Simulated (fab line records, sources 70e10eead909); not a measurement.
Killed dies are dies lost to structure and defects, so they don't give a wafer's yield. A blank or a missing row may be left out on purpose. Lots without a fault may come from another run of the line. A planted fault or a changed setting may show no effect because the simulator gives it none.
Which tool did it? | flow nand_harc | 13 lots, 39 wafers sampled, at 6 steps of a route of 1302

WHAT THE GAUGES READ, wafer by wafer
NHARC_A_ONON_D1_INSPECT_32.
lot  | measured     | on                | raw_defect_count
L115 | day 9 06:37  | defect_inspect-01 | 39 69 62
L116 | day 9 06:37  | defect_inspect-02 | 47 20 40
L117 | day 9 22:50  | defect_inspect-02 | 32 45 66
L121 | day 11 22:39 | defect_inspect-02 | 669 698 708 681 697 711
L122 | day 12 06:45 | defect_inspect-02 | 101 66 69
L124 | day 12 19:20 | defect_inspect-02 | 73 90 77
L123 | day 12 19:11 | defect_inspect-02 | 642 654 652 647 652 650
L125 | day 13 07:41 | defect_inspect-01 | 701 649 680 705 633 674
L131 | day 15 17:18 | defect_inspect-01 | 78 58 56
L132 | day 16 05:47 | defect_inspect-02 | 50 63 53
L133 | day 16 16:02 | defect_inspect-02 | 75 109 80
L134 | day 17 00:37 | defect_inspect-02 | 66 133 96
L136 | day 18 06:26 | defect_inspect-01 | 51 92 57

NHARC_END_SORT_01.
lot  | measured     | on        | defect_limited_yield (%) | killed_at_array | killed_at_other | killed_at_periphery | killed_dies | killed_open | killed_short
L124 | day 29 13:06 | prober-01 | 90.7                     | 59              | 0               | 4                   | 63          | 5           | 4
L131 | day 32 09:01 | prober-01 | 93.9 91.1                | 39 56           | 0 2             | 2 2                 | 41 60       | 2 6         | 1 6

WHICH TOOL RAN EACH LOT (tool, then ch and the chambers of the sampled wafers, then the start)
lot  | NHARC_A_ZERO_WELL_ETCH_13        | NHARC_A_ONON_D1_DEP_28           | NHARC_A_CHANNEL_HOLE_D1_ETCH_22  | NHARC_A_CHANNEL_HOLE_D1_ETCH_25
L115 | rie_si-03 ch 1,3, day 7 17:20    | pecvd_onon-01 ch 0, day 9 05:38  | har_etch-01 ch 0,1, day 9 15:42  | har_etch-01 ch 0,1, day 9 17:45
L116 | rie_si-03 ch 0,3, day 7 20:54    | pecvd_onon-04 ch 0, day 9 05:41  | har_etch-01 ch 0,1, day 9 20:04  | har_etch-01 ch 0,1, day 9 22:13
L117 | rie_si-01 ch 0,1,2, day 8 11:10  | pecvd_onon-02 ch 0, day 9 21:46  | har_etch-01 ch 0,1, day 10 03:47 | har_etch-01 ch 0,1, day 10 05:49
L121 | rie_si-01 ch 1,2,3, day 10 07:49 | pecvd_onon-01 ch 0, day 11 21:46 | -                                | -
L122 | rie_si-03 ch 0,1,2, day 10 17:06 | pecvd_onon-02 ch 0, day 12 05:42 | har_etch-01 ch 0,1, day 12 13:47 | har_etch-01 ch 0,1, day 12 15:49
L124 | rie_si-01 ch 0,3, day 11 06:19   | pecvd_onon-02 ch 0, day 12 18:23 | har_etch-02 ch 0,1, day 13 02:50 | har_etch-02 ch 0,1, day 13 04:59
L123 | rie_si-03 ch 0,2,3, day 11 06:26 | pecvd_onon-01 ch 0, day 12 18:19 | -                                | -
L125 | rie_si-04 ch 0,1,3, day 11 19:29 | pecvd_onon-01 ch 0, day 13 06:41 | -                                | -
L131 | rie_si-01 ch 0,1,3, day 14 04:00 | pecvd_onon-02 ch 0, day 15 16:13 | har_etch-02 ch 0,1, day 16 00:28 | har_etch-02 ch 0,1, day 16 02:28
L132 | rie_si-03 ch 0,1,3, day 14 17:32 | pecvd_onon-01 ch 0, day 16 04:47 | har_etch-01 ch 0,1, day 16 10:40 | har_etch-01 ch 0,1, day 16 12:39
L133 | rie_si-01 ch 1,2,3, day 15 04:17 | pecvd_onon-04 ch 0, day 16 15:04 | har_etch-01 ch 0,1, day 17 01:47 | har_etch-01 ch 0,1, day 17 03:50
L134 | rie_si-03 ch 0,1,3, day 15 13:04 | pecvd_onon-01 ch 0, day 16 23:34 | har_etch-01 ch 0,1, day 17 14:08 | har_etch-01 ch 0,1, day 17 16:10
L136 | rie_si-04 ch 0,1,3, day 16 15:54 | pecvd_onon-02 ch 0, day 18 05:23 | har_etch-01 ch 0,1, day 18 16:11 | har_etch-01 ch 0,1, day 18 18:12
- NHARC_A_ZERO_WELL_ETCH_13: etches the open film in HBr/Cl2, target depth 120 nm, time 40.1 s.
- NHARC_A_ONON_D1_DEP_28: target thk 1000 nm.
- NHARC_A_CHANNEL_HOLE_D1_ETCH_22: etches the open film in C4F8/O2/Ar, time 666.7 s, target depth 1600 nm.
- NHARC_A_CHANNEL_HOLE_D1_ETCH_25: etches the open film in C4F8/O2/Ar, time 1040.2 s, target depth 1500 nm.

WHAT THE TOOLS THEMSELVES READ (means of the sampled wafers that have a number; where no wafer has one, the mark that the record gives instead)
NHARC_A_ZERO_WELL_ETCH_13.
lot  | tool      | drypump_motor_current_A (A) | oes_product_au (a.u.) | throttle_valve_pct (%)
L115 | rie_si-03 | 5.7                         | 0.999                 | 26.412
L116 | rie_si-03 | 5.6                         | 1.000                 | 26.409
L117 | rie_si-01 | 5.7                         | 0.996                 | 26.399
L121 | rie_si-01 | 5.4                         | 1.007                 | 26.397
L122 | rie_si-03 | 5.3                         | 1.007                 | 26.412
L124 | rie_si-01 | 5.8                         | 0.997                 | 26.408
L123 | rie_si-03 | 5.4                         | 1.010                 | 26.409
L125 | rie_si-04 | 5.4                         | 0.999                 | 26.415
L131 | rie_si-01 | 5.7                         | 1.002                 | 26.410
L132 | rie_si-03 | 5.5                         | 1.001                 | 26.412
L133 | rie_si-01 | 5.4                         | 1.001                 | 26.396
L134 | rie_si-03 | 5.5                         | 1.003                 | 26.409
L136 | rie_si-04 | 5.4                         | 1.006                 | 26.400

NHARC_A_CHANNEL_HOLE_D1_ETCH_22.
lot  | tool        | drypump_motor_current_A (A) | showerhead_plenum_p_Torr (Torr) | throttle_valve_pct (%)
L115 | har_etch-01 | 5.84                        | 3.62                            | 32.142
L116 | har_etch-01 | 5.86                        | 3.62                            | 32.153
L117 | har_etch-01 | 5.86                        | 3.61                            | 32.154
L122 | har_etch-01 | 5.85                        | 3.60                            | 32.159
L124 | har_etch-02 | 6.30                        | 3.52                            | 32.146
L131 | har_etch-02 | 6.31                        | 3.49                            | 32.159
L132 | har_etch-01 | 5.85                        | 3.57                            | 32.165
L133 | har_etch-01 | 5.85                        | 3.56                            | 32.150
L134 | har_etch-01 | 5.84                        | 3.61                            | 32.153
L136 | har_etch-01 | 5.85                        | 3.55                            | 32.153

NHARC_A_CHANNEL_HOLE_D1_ETCH_25.
lot  | tool        | drypump_motor_current_A (A) | showerhead_plenum_p_Torr (Torr) | throttle_valve_pct (%)
L115 | har_etch-01 | 5.86                        | 3.61                            | 32.220
L116 | har_etch-01 | 5.85                        | 3.61                            | 32.234
L117 | har_etch-01 | 5.84                        | 3.61                            | 32.238
L122 | har_etch-01 | 5.86                        | 3.59                            | 32.231
L124 | har_etch-02 | 6.31                        | 3.51                            | 32.233
L131 | har_etch-02 | 6.31                        | 3.49                            | 32.237
L132 | har_etch-01 | 5.86                        | 3.56                            | 32.237
L133 | har_etch-01 | 5.85                        | 3.56                            | 32.236
L134 | har_etch-01 | 5.84                        | 3.60                            | 32.238
L136 | har_etch-01 | 5.85                        | 3.54                            | 32.234

THE ANSWER, worked out from the rows above alone
Rule: what is usual is taken from the lots themselves. Put in order of their means at a reading, lots are off if they are a third of the lots or fewer, leave a main group of 4 or more, and stand apart from it by a gap of 3 or more times the standard deviation of the main group's means; of several such gaps the widest counts. A main group whose means are all the same, to the digits that the tables above print for the reading, isn't used. A lot without any number at a reading at which 4 lots or more have one is off too. The other lots that the step has rows for count as sound. The gauges are gone through in route order, then the tools' own readings, and for those a lot's mean is taken as printed above. The first step at which some lot is off is used, and at that step the reading that is off furthest; a lot without a number counts as furthest.
Off: L121, L123, L125, at NHARC_A_ONON_D1_INSPECT_32 (raw_defect_count). The main group: mean 67, standard deviation 18.
A tool fits if, at a process step before that reading, it ran every lot that is off, and no sound lot after the first of them. The gauges at NHARC_A_ONON_D1_INSPECT_32 are tried like those tools. None of those tried fits.

WHAT THE SIMULATOR HAD PUT IN
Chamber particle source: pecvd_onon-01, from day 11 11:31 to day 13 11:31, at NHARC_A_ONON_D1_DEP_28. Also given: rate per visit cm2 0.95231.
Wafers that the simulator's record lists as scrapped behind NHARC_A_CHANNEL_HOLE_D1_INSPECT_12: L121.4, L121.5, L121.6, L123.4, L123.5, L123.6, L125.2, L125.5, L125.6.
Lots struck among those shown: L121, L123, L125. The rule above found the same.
